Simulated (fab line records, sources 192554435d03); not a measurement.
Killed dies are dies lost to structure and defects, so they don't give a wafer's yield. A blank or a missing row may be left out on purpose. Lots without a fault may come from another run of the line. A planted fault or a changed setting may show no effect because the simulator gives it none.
Which tool did it? | flow n5_finfet | 8 lots, 24 wafers sampled, at 4 steps of a route of 1938

WHAT THE GAUGES READ, wafer by wafer
N5_BEOL_M10_THK_MEAS_53: measures by xrf.
lot  | measured     | on            | M10_THK (nm)
L582 | day 10 23:06 | film_metro-01 | 140.7 140.4 138.2
L587 | day 11 12:11 | film_metro-02 | 136.2 133.8 135.0
L590 | day 12 08:36 | film_metro-02 | 134.2 135.2 135.1
L593 | day 13 17:59 | film_metro-02 | 312.4 310.4 311.5
L597 | day 13 18:01 | film_metro-01 | 315.2 310.4 313.8
L599 | day 14 20:02 | film_metro-01 | 135.9 139.2 134.5
L603 | day 15 13:04 | film_metro-02 | 134.5 137.4 139.6
L604 | day 16 13:51 | film_metro-02 | 139.9 138.4 140.5

WHICH TOOL RAN EACH LOT (tool, then ch and the chambers of the sampled wafers, then the start)
lot  | N5_BEOL_M10_STRIP_77                          | N5_BEOL_M10_PRE_CLEAN_45     | N5_BEOL_M10_CMP_52
L582 | rie_diel-04 ch 0,2,3, day 10 21:32 or earlier | pvd_sputter-03, day 10 21:32 | cmp-01 ch 0,2,3, day 10 22:49
L587 | rie_diel-04 ch 0,2, day 11 08:58 or earlier   | pvd_sputter-03, day 11 08:58 | cmp-02 ch 1,2,3, day 11 11:53
L590 | rie_diel-04 ch 1,3, day 12 07:02 or earlier   | pvd_sputter-02, day 12 07:02 | cmp-03 ch 1,2, day 12 08:18
L593 | rie_diel-02 ch 0,1,2, day 13 15:59 or earlier | pvd_sputter-03, day 13 15:59 | cmp-01 ch 0,1,3, day 13 17:42
L597 | rie_diel-04 ch 0,2,3, day 13 16:04 or earlier | pvd_sputter-03, day 13 16:04 | cmp-02 ch 0,2,3, day 13 17:45
L599 | rie_diel-05 ch 0,2,3, day 14 18:17 or earlier | pvd_sputter-01, day 14 18:17 | cmp-01 ch 0,1,2, day 14 19:51
L603 | rie_diel-02 ch 0,1,3, day 15 09:40 or earlier | pvd_sputter-03, day 15 09:40 | cmp-03 ch 1,2,3, day 15 12:46
L604 | rie_diel-04 ch 0,1,2, day 16 12:02 or earlier | pvd_sputter-03, day 16 12:02 | cmp-03 ch 0,1,2, day 16 13:40
- N5_BEOL_M10_STRIP_77: strips in N2/H2, time 10 s.
- N5_BEOL_M10_PRE_CLEAN_45: time 30 s.
- N5_BEOL_M10_CMP_52: polishes, stops on SiCOH lowk, t overpolish 7 s, target thk 140 nm.

THE ANSWER, worked out from the rows above alone
Rule: what is usual is taken from the lots themselves. Put in order of their means at a reading, lots are off if they are a third of the lots or fewer, leave a main group of 4 or more, and stand apart from it by a gap of 3 or more times the standard deviation of the main group's means; of several such gaps the widest counts. A main group whose means are all the same, to the digits that the tables above print for the reading, isn't used. A lot without any number at a reading at which 4 lots or more have one is off too. The other lots that the step has rows for count as sound.
Off: L593, L597, at N5_BEOL_M10_THK_MEAS_53 (M10_THK). The main group: mean 137.1 nm, standard deviation 2.
A tool fits if, at a process step before that reading, it ran every lot that is off, and no sound lot after the first of them. The gauges at N5_BEOL_M10_THK_MEAS_53 are tried like those tools. N5_BEOL_M10_STRIP_77 gives no start for some lots, so the hours and the order of its lots are those of N5_BEOL_M10_PRE_CLEAN_45. None of those tried fits.

WHAT THE SIMULATOR HAD PUT IN
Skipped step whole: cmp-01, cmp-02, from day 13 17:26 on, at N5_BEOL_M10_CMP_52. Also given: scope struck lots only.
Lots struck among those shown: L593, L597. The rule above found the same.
